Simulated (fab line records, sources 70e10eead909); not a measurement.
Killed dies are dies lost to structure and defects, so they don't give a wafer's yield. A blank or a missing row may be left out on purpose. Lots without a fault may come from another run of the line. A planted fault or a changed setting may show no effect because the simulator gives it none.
A struck lot beside a sound one | flow nand_harc | 44 steps out of a route of 1159
Sound: wafers L540.1, L540.3, L540.4. Struck: wafer L546.2. (L546.1, L546.6 of the same lot were not struck and are left out.) The cause comes at the end.
At each step with rows: each side's tool, then ch and its chambers, then its first start. Under that, the readings that differ: sound wafers | struck wafers | difference of the means | sigmas: that difference in standard deviations of wafers without a fault.
alike: readings whose means differ by less than 2 such deviations, and words and numbers that are the same on both sides. not compared: withheld readings, readings that some wafer has no value for, bounds like >300 that may hide the same value, and numbers for which the record gives no deviation and whose values overlap.
The two part at a step that has a row with sigmas, a row that says differs or no value, or rows on one side only. Numbers that don't overlap but have no deviation are shown without sigmas and don't part them. A reading that every wafer of one side lacks parts them only if that side has two wafers or more.

first, 3 steps without rows for these wafers: NHARC_P_GATE_EXPOSE_23 (exposes mask P GATE, target cd 120 nm); NHARC_P_GATE_PEB_24 (peb time 65 s); NHARC_P_GATE_DEVELOP_25 (develop time 35 s).
NHARC_P_GATE_CD_MEAS_26: target cd 120 nm.
  sound on cd_sem-02 ch 0, day 7 22:54; struck on cd_sem-03 ch 0, day 9 11:04
  alike: cd_nm
NHARC_P_GATE_OVL_MEAS_27:
  sound on overlay-01, day 7 22:59; struck on overlay-01, day 9 11:08
  reading           | sound          | struck | difference | sigmas
  overlay_x_nm (nm) | -1.0 -1.4 -1.4 | 0.6    | +1.9       | +2
  alike: overlay_y_nm
NHARC_P_GATE_INSPECT_28:
  sound on defect_inspect-01, day 7 23:01; struck on defect_inspect-02, day 9 11:11
  alike: raw_defect_count
NHARC_P_GATE_DESCUM_31: chemistry O2, time 3 s.
  sound on rie_diel-07 ch 0,1,2, day 7 23:05; struck on rie_diel-07 ch 2, day 9 11:14
  reading                | sound    | struck | difference | sigmas
  rf_hours_counter_h (h) | 20 21 25 | 32     | +10        |
  alike: drypump_motor_current_A, oes_product_au, rf_vpp_V, showerhead_plenum_p_Torr, throttle_valve_pct
then, 5 steps without rows for these wafers: NHARC_P_GATE_ETCH_104 (etches the open film in CF4/CHF3, target depth 60 nm); NHARC_P_GATE_HM_OPEN_105 (chemistry O2/COS, target depth 360 nm); NHARC_P_GATE_STRIP_106 (strips in O2/COS); NHARC_P_GATE_ETCH_114 (etches the open film in CF4/O2, target depth 30 nm, overetch 3 nm, time 16.5 s); NHARC_P_GATE_ETCH_32 (etches the open film in HBr/Cl2, target depth 150 nm, time 100.1 s).
NHARC_P_GATE_STRIP_108: strips in O2.
  sound on rie_diel-07 ch 0,2,3, day 7 23:43; struck on rie_diel-07 ch 2, day 9 11:52
  reading                | sound    | struck | difference | sigmas
  rf_hours_counter_h (h) | 22 20 25 | 32     | +10        |
  alike: drypump_motor_current_A, oes_product_au, rf_vpp_V, showerhead_plenum_p_Torr, throttle_valve_pct
NHARC_P_GATE_CD_MEAS_33:
  sound on cd_sem-03, day 7 23:53; struck on cd_sem-02, day 9 12:02
  alike: cd_nm
then, 3 steps without rows for these wafers: NHARC_P_GATE_STRIP_35 (strips in SPM, time 600 s); NHARC_P_GATE_PRECLEAN_73 (cleans in SC1); NHARC_P_GATE_SRD_74.
NHARC_P_GATE_ALD_36: deposits SiNx, target thk 20 nm, pulse time 60 s, ald cycles 223.
  sound on ald_sin-03 ch 1,2,3, day 8 00:20; struck on ald_sin-04 ch 2, day 9 12:30
  reading            | sound       | struck | difference | sigmas
  heater_power_w (W) | 770 825 629 | 915    | +174       | +2
  alike: precursor_pulse_height_rel
then, 1 step without rows for these wafers: NHARC_P_GATE_ETCHBACK_37 (etches the open film in CHF3/O2, target depth 34.5 nm, time 17.2 s).
NHARC_P_GATE_STRIP_101: strips in O2, time 20 s.
  sound on rie_diel-03 ch 0,2,3, day 8 10:04; struck on rie_diel-03 ch 2, day 9 22:13
  reading                | sound    | struck | difference | sigmas
  rf_hours_counter_h (h) | 47 45 44 | 64     | +19        |
  alike: drypump_motor_current_A, oes_product_au, rf_vpp_V, showerhead_plenum_p_Torr, throttle_valve_pct
then, 12 steps without rows for these wafers: NHARC_P_GATE_PRECLEAN_97 (cleans in SPM, time 600 s); NHARC_P_GATE_SRD_98; NHARC_P_GATE_PRECLEAN_99 (cleans in SC1); NHARC_P_GATE_SRD_100; NHARC_P_GATE_DEHYDRATE_38 (time 120 s); NHARC_P_GATE_HMDS_39 (time 30 s); NHARC_P_GATE_COAT_40; NHARC_P_GATE_SOFTBAKE_41 (time 95 s); NHARC_P_GATE_EBR_42; NHARC_P_GATE_EXPOSE_43 (exposes mask P NSD, target cd 720 nm); NHARC_P_GATE_PEB_44 (peb time 85 s); NHARC_P_GATE_DEVELOP_45 (time 70 s).
NHARC_P_GATE_CD_MEAS_46: target cd 720 nm.
  sound on cd_sem-02 ch 0, day 8 10:59; struck on cd_sem-03 ch 0, day 9 23:09
  reading    | sound             | struck | difference | sigmas
  cd_nm (nm) | 722.9 721.8 720.5 | 717.6  | -4.1       | -2
then, 3 steps without rows for these wafers: NHARC_P_GATE_HARDBAKE_47 (time 80 s); NHARC_P_GATE_DESCUM_48 (chemistry O2, time 3 s); NHARC_P_GATE_IMPLANT_49.
NHARC_P_GATE_STRIP_111: strips in N2/H2, time 250 s.
  sound on plasma_asher-01 ch 0,1, day 8 11:34; struck on plasma_asher-02 ch 0, day 9 23:44
  alike: drypump_motor_current_A, heater_power_w
  not compared: rf_hours_counter_h
NHARC_P_GATE_STRIP_75: strips in O2.
  sound on plasma_asher-01 ch 0,1, day 8 11:50; struck on plasma_asher-02 ch 0, day 10 00:03
  reading            | sound       | struck | difference | sigmas
  heater_power_w (W) | 317 320 322 | 410    | +90        | +2
  alike: drypump_motor_current_A
  not compared: rf_hours_counter_h
then, 4 steps without rows for these wafers: NHARC_P_GATE_STRIP_50 (strips in SPM, time 900 s); NHARC_P_GATE_DEHYDRATE_51 (time 120 s); NHARC_P_GATE_HMDS_52 (time 30 s); NHARC_P_GATE_COAT_53.
NHARC_P_GATE_INSPECT_68:
  sound on defect_inspect-02, day 8 17:32; struck on defect_inspect-02, day 10 05:53
  reading          | sound       | struck | difference | sigmas
  raw_defect_count | 184 282 196 | 1436   | +1215      | +16
-- the record jumps here: 13 days lie between the struck wafers' starts before and after (it left off in module P_GATE and takes up again in module END, whose first step shown is number 1159 of the route) --
NHARC_END_SORT_01:
  the record has rows for the struck wafers here (prober-01 ch 0, day 23 16:08) and none for the sound ones

WHERE THEY PART
First at NHARC_P_GATE_OVL_MEAS_27; last, within this record, at NHARC_END_SORT_01.

WHY: what the simulator had put in
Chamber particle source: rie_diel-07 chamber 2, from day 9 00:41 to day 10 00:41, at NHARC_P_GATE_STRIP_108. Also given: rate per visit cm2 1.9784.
